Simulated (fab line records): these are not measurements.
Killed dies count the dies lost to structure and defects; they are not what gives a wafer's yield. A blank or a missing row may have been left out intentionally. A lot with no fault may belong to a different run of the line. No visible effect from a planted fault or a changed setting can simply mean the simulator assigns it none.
Matching of chambers | flow n5Finfet | rieDiel-01 running N5_SDB_DESCUM_16: 4 sister chambers
The step chemistry O2, time 7.9 s. 8 wafers are shown with their chamber, then 7 later ones without.

## EACH WAFER AND ITS CHAMBER
wafer  | chamber | showerheadPlenumPTorr (Torr) | throttleValvePct (%)
L075.5 | 0       | 1.99                         | 20.31
L078.2 | 0       | 1.99                         | 20.32
L079.2 | 3       | 2.19                         | 20.43
L079.6 | 1       | 2.12                         | 19.80
L081.1 | 1       | 2.12                         | 19.80
L081.5 | 2       | 2.06                         | 20.46
L084.1 | 3       | 2.18                         | 20.45
L084.2 | 2       | 2.06                         | 20.45

## WAFERS WITH NO CHAMBER GIVEN
wafer  | showerheadPlenumPTorr (Torr) | throttleValvePct (%)
L084.5 | 1.99                         | 20.33
L088.1 | 2.11                         | 19.83
L088.4 | 1.98                         | 20.34
L088.5 | 2.18                         | 20.46
L097.1 | 2.17                         | 20.47
L097.2 | 2.05                         | 20.14
L097.3 | 1.98                         | 20.37

## CHAMBER TAKEN BY EACH
wafer  | from the rows above | in truth
L084.5 | 0                   | 0
L088.1 | 1                   | 1
L088.4 | 0                   | 0
L088.5 | 3                   | 3
L097.1 | 3                   | 3
L097.2 | 0                   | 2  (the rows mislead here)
L097.3 | 0                   | 0
Placed correctly: 6 of 7. Not placeable from these rows: 0. Placed wrongly: 1.
How it was worked out, from the rows above alone: a wafer's distance from a chamber is the root of the sum, over the readings, of the square of ((its reading less the chamber's mean) divided by the reading's scatter). If the next closest chamber is less than 2 further off than the closest, the wafer can't be placed; otherwise it belongs to the closest. For every chamber, the mean is computed from those of its wafers that are shown. The scatter: take each reading less its chamber's mean, square it, sum over the shown wafers, divide by the number of wafers less the number of chambers, and take the root.
